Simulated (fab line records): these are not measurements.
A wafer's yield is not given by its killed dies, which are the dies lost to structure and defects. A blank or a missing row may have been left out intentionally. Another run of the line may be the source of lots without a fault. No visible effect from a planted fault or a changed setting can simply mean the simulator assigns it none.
3 desks looking at one fault | flow nand harc | each desk holds nothing but its own numbers, with what lay behind them at the end

THE DEFECT DESK
Lot by lot, what the route's inspections counted, given as the mean of those sampled wafers with a number. Marked OUT: a lot whose mean sits more than 4 standard deviations from the usual mean, which makes it out of limits; the brackets give that distance.
Columns: A = raw defect count at NHARC_A_SOURCE_PLATE_INSPECT_08, usual 60
lot  | first seen here | A
L524 | day 7 22:43     | 52
L525 | day 7 22:43     | 70
L526 | day 8 11:44     | 102
L535 | day 12 08:47    | 59
L536 | day 12 21:35    | 58
L537 | day 12 21:35    | 45
L538 | day 13 15:10    | 55
L539 | day 13 15:10    | 79
L541 | day 14 11:56    | 24
L542 | day 15 06:21    | 80
L544 | day 16 00:26    | 39
L545 | day 16 16:31    | 39
L547 | day 17 02:20    | 86
L546 | day 17 02:20    | 46
This desk found nothing out of limits on any of the 14 lots.

AT THE METROLOGY DESK
Means of the sampled wafers that have a number, per lot and without regard to the tool the lot ran on: this is what the gauges read. Marked OUT: a lot whose mean sits more than 4 standard deviations from the usual mean, which makes it out of limits; the brackets give that distance.
Columns: A = cd nm at NHARC_A_ZERO_WELL_CD_MEAS_10, usual 2000.1 nm; B = thk nm at NHARC_A_SOURCE_PLATE_THK_MEAS_06, usual 199.9 nm; C = thk nm at NHARC_A_ONON_D1_THK_MEAS_18, usual 999 nm
lot  | first seen here | A      | B     | C
L524 | day 6 23:49     | 2003.4 | 196.3 | 995
L525 | day 7 00:23     | 2003.0 | 201.7 | 985
L526 | day 7 13:27     | 1998.9 | 201.3 | 1006
L535 | day 11 12:07    | 1996.9 | 198.8 | 707 (-29) OUT
L537 | day 11 23:56    | 2000.8 | 196.8 | 996
L536 | day 12 01:11    | 1997.7 | 204.0 | 705 (-29) OUT
L539 | day 12 16:29    | 2001.4 | 199.5 | 1002
L538 | day 12 17:46    | 1999.3 | 200.1 | 1003
L541 | day 13 16:10    | 1999.5 | 198.2 | 989
L542 | day 14 08:55    | 1998.4 | 199.3 | 995
L544 | day 15 01:32    | 1998.9 | 200.5 | 991
L545 | day 15 18:14    | 1995.5 | 196.7 | 989
L547 | day 16 04:29    | 1998.4 | 200.8 | 1001
L546 | day 16 04:54    | 2000.5 | 199.5 | 1006
This desk finds L535, L536 out of limits, L535 being first, at day 12 19:17 (thk nm at NHARC_A_ONON_D1_THK_MEAS_18). L524, L525, L526, L537, L539, L538, L541, L542, L544, L545, L547, L546 stayed within limits.

AT THE TOOL OWNER'S DESK: pecvd onon-04
The tool's own readings at NHARC_A_ONON_D1_DEP_16 (target thk 1000 nm): means of the sampled wafers that have a number, for each lot that ran on this tool. Marked OUT: a lot whose mean sits more than 4 standard deviations from the usual mean, which makes it out of limits; the brackets give that distance.
Columns: A = susceptor temp C at NHARC_A_ONON_D1_DEP_16, usual 399.97 C
lot  | first seen here | A
L525 | day 8 09:14     | 399.78
L526 | day 8 22:23     | 399.57
L535 | day 12 18:50    | 400.16
L536 | day 13 11:46    | 400.08
L544 | day 16 10:36    | 399.85
L547 | day 17 13:10    | 400.28
This desk found nothing out of limits on any of the 6 lots.

PUT TOGETHER
L535, L536 would have let the metrology desk raise an alarm at day 12 19:17.
Nothing out of limits was seen by the defect desk.
The desk of the tool owner found nothing out of limits.
The defect desk has L535, L536 on record, within its limits.
On record at the tool owner's desk: L535, L536, within its limits.
The lots listed all ran NHARC_A_ONON_D1_DEP_16 on pecvd onon-04.

WHAT THE SIMULATOR HAD PUT IN
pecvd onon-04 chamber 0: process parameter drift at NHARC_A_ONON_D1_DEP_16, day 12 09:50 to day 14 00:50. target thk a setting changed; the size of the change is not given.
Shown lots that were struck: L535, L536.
Time in hours between the start of the fault and the first out-of-limits reading at each desk: metrology desk, 9.
